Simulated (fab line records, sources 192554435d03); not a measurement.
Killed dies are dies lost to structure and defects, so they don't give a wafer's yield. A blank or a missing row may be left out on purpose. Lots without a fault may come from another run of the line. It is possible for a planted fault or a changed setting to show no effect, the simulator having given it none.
Chamber matching / flow n5-finfet / cmp-02 running N5_GATE_CUT_CMP_43: 4 sister chambers
The step polishes SiO2. 8 wafers are shown with their chamber, then 7 later ones without.

## WAFERS, EACH WITH ITS CHAMBER
wafer=L074.3; chamber=0; motor-current-A (A)=11.2
wafer=L074.6; chamber=3; motor-current-A (A)=12.8
wafer=L077.3; chamber=3; motor-current-A (A)=12.2
wafer=L084.2; chamber=1; motor-current-A (A)=14.2
wafer=L086.4; chamber=1; motor-current-A (A)=14.0
wafer=L086.6; chamber=2; motor-current-A (A)=9.0
wafer=L087.1; chamber=2; motor-current-A (A)=9.9
wafer=L087.2; chamber=0; motor-current-A (A)=10.6

## WAFERS WITH NO CHAMBER GIVEN
wafer=L087.3; motor-current-A (A)=12.2
wafer=L090.2; motor-current-A (A)=10.7
wafer=L090.3; motor-current-A (A)=13.7
wafer=L090.5; motor-current-A (A)=9.3
wafer=L094.1; motor-current-A (A)=9.4
wafer=L094.2; motor-current-A (A)=12.2
wafer=L094.3; motor-current-A (A)=15.1

## WHICH CHAMBER EACH WENT THROUGH
wafer=L087.3; from the rows above=3; in truth=3
wafer=L090.2; from the rows above=0; in truth=0
wafer=L090.3; from the rows above=can't be placed: 1 or 3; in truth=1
wafer=L090.5; from the rows above=2; in truth=2
wafer=L094.1; from the rows above=2; in truth=2
wafer=L094.2; from the rows above=3; in truth=3
wafer=L094.3; from the rows above=1; in truth=1
Correct placement for 6 of the 7. From these rows, 1 cannot be placed; in 1 the true chamber is one of the candidates. Placed wrongly: 0.
How it was worked out, from the rows above alone: a wafer's distance from a chamber is the root of the sum, over the readings, of the square of ((its reading less the chamber's mean) divided by the reading's scatter). The wafer belongs to the nearest chamber; if the next one is less than 2 further off, it can't be placed. Each chamber's mean is taken over the wafers shown for it. The scatter is the square root of a quotient: the sum, over the shown wafers, of each reading's squared deviation from its chamber's mean, divided by wafers minus chambers.
